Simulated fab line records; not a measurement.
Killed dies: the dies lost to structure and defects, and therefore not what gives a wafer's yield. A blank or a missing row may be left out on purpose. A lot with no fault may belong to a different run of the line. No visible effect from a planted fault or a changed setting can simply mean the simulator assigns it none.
Matching of chambers	flow n5Finfet	4 sister chambers for N5_BEOL_M5_STRIP_19 on rieDiel-02
The step strips in O2. 16 wafers are shown with their chamber, then 8 later ones without.

## WAFERS WITH THEIR CHAMBER
wafer	chamber	showerheadPlenumPTorr (Torr)	drypumpMotorCurrentA (A)	throttleValvePct (%)
L074.2	3	2.00	5.9	16.79
L074.3	2	2.07	5.0	16.50
L074.4	2	2.07	4.9	16.50
L082.1	0	2.09	5.7	16.61
L082.3	3	2.00	5.9	16.82
L082.6	0	2.09	5.7	16.61
L083.2	1	2.17	6.2	16.76
L083.5	3	2.00	5.9	16.83
L083.6	0	2.09	5.7	16.62
L085.1	3	2.00	5.9	16.83
L085.2	1	2.17	6.1	16.75
L085.5	2	2.06	4.9	16.56
L086.1	1	2.17	6.2	16.77
L086.3	3	2.00	5.9	16.84
L086.4	0	2.09	5.7	16.63
L093.1	0	2.08	5.7	16.65

SIGNATURES, as means of the wafers listed above
reading	chamber 0	chamber 1	chamber 2	chamber 3	scatter within a chamber
showerheadPlenumPTorr	2.0880	2.1700	2.0667	2.0000	0.0035
drypumpMotorCurrentA	5.700	6.167	4.933	5.900	0.0333
throttleValvePct	16.6240	16.7600	16.5200	16.8220	0.0208
Rule: for a wafer and a chamber, the distance is found by dividing, reading by reading, the gap between the wafer's reading and the chamber's mean by the reading's scatter, squaring, summing and taking the root. The wafer belongs to the nearest chamber; if the next one is less than 2 further off, it can't be placed. The scatter: take each reading less its chamber's mean, square it, sum over the shown wafers, divide by the number of wafers less the number of chambers, and take the root.

## WAFERS WITHOUT THEIR CHAMBER
wafer	showerheadPlenumPTorr (Torr)	drypumpMotorCurrentA (A)	throttleValvePct (%)
L093.3	2.06	5.0	16.59
L093.5	2.16	6.2	16.79
L094.1	2.16	6.2	16.80
L094.2	2.08	5.7	16.67
L094.5	2.16	6.2	16.79
L097.2	1.99	5.9	16.89
L097.3	2.08	5.7	16.65
L097.6	2.08	5.7	16.66

## CHAMBER TAKEN BY EACH
wafer	from the rows above	in truth
L093.3	2	2
L093.5	1	1
L094.1	1	1
L094.2	0	0
L094.5	1	1
L097.2	3	3
L097.3	0	0
L097.6	0	0
Correct placement for 8 of the 8. From these rows, 0 cannot be placed. Wrongly placed: 0.
